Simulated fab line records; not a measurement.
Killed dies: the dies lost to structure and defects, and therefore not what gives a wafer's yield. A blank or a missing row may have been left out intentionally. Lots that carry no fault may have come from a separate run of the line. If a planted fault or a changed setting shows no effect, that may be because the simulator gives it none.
One fault seen from 3 desks | flow nand_harc | only its own numbers are on each desk; what lay behind them is given at the end

THE DEFECT DESK
What the inspections along the route counted, lot by lot: means of the sampled wafers that have a number. The brackets show how far a lot's mean lies from the usual mean; more than 4 standard deviations puts the lot out of limits, marked OUT.
Columns: A = raw_defect_count at NHARC_P_GATE_INSPECT_68, usual 199
lot  | first seen here | A
L152 | day 5 12:14     | 188
L154 | day 6 06:34     | 144
L156 | day 6 18:42     | 193
L158 | day 7 10:17     | 246
L159 | day 7 12:31     | 118
L160 | day 7 13:49     | 1203 (+14) OUT
L162 | day 7 23:26     | 1198 (+14) OUT
L169 | day 10 00:17    | 268
L171 | day 10 15:01    | 110
L172 | day 10 15:41    | 135
L173 | day 10 22:03    | 144
L174 | day 11 06:36    | 177
This desk's finding: out of limits on L160, L162; first on L160, day 7 13:49 (raw_defect_count at NHARC_P_GATE_INSPECT_68). In limits: L152, L154, L156, L158, L159, L169, L171, L172, L173, L174.

THE TOOL OWNER'S DESK: plasma_asher-02
The tool's own readings at NHARC_P_GATE_STRIP_76 (strips in O2): means of the sampled wafers that have a number, for each lot that ran on this tool. The brackets show how far a lot's mean lies from the usual mean; more than 4 standard deviations puts the lot out of limits, marked OUT.
Columns: A = drypump_motor_current_A at NHARC_P_GATE_STRIP_76, usual 6.24 A; B = heater_power_w at NHARC_P_GATE_STRIP_76, usual 329 W
lot  | first seen here | A    | B
L152 | day 5 08:08     | 6.26 | 328
L154 | day 6 02:42     | 6.27 | 330
L156 | day 6 14:16     | 6.26 | 326
L160 | day 7 08:49     | 6.26 | 331
L162 | day 7 19:29     | 6.33 | 340
L171 | day 10 10:58    | 6.28 | 333
L173 | day 10 18:00    | 6.31 | 339
This desk's verdict: no lot among the 7 shows anything out of limits.

FROM THE METROLOGY DESK
Means of the sampled wafers that have a number, per lot and without regard to the tool the lot ran on: this is what the gauges read. The brackets show how far a lot's mean lies from the usual mean; more than 4 standard deviations puts the lot out of limits, marked OUT.
Columns: A = cd_nm at NHARC_P_GATE_CD_MEAS_46, usual 720.8 nm
lot  | first seen here | A
L152 | day 5 05:24     | 722.0
L154 | day 6 00:05     | 721.5
L156 | day 6 11:42     | 721.1
L158 | day 7 03:44     | 722.6
L159 | day 7 05:49     | 722.7
L160 | day 7 06:05     | 718.1
L162 | day 7 16:46     | 721.8
L169 | day 9 17:37     | 720.8
L171 | day 10 08:32    | 721.4
L172 | day 10 08:55    | 718.7
L173 | day 10 15:33    | 719.0
L174 | day 10 23:44    | 721.7
This desk's verdict: no lot among the 12 shows anything out of limits.

TAKEN TOGETHER
The defect desk could have raised an alarm at day 7 13:49, on L160, L162.
The tool owner's desk saw nothing out of limits.
Metrology desk: nothing out of limits seen.
On record at the tool owner's desk: L160, L162, within its limits.
The metrology desk has L160, L162 on record, within its limits.
Of the lots named, all ran NHARC_P_GATE_STRIP_76 on plasma_asher-02.

WHAT THE SIMULATOR HAD PUT IN
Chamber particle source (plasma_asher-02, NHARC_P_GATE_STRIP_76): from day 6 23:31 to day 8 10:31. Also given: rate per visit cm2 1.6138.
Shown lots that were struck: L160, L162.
Hours from the fault's start to each desk's first reading out of limits: the defect desk, 14.
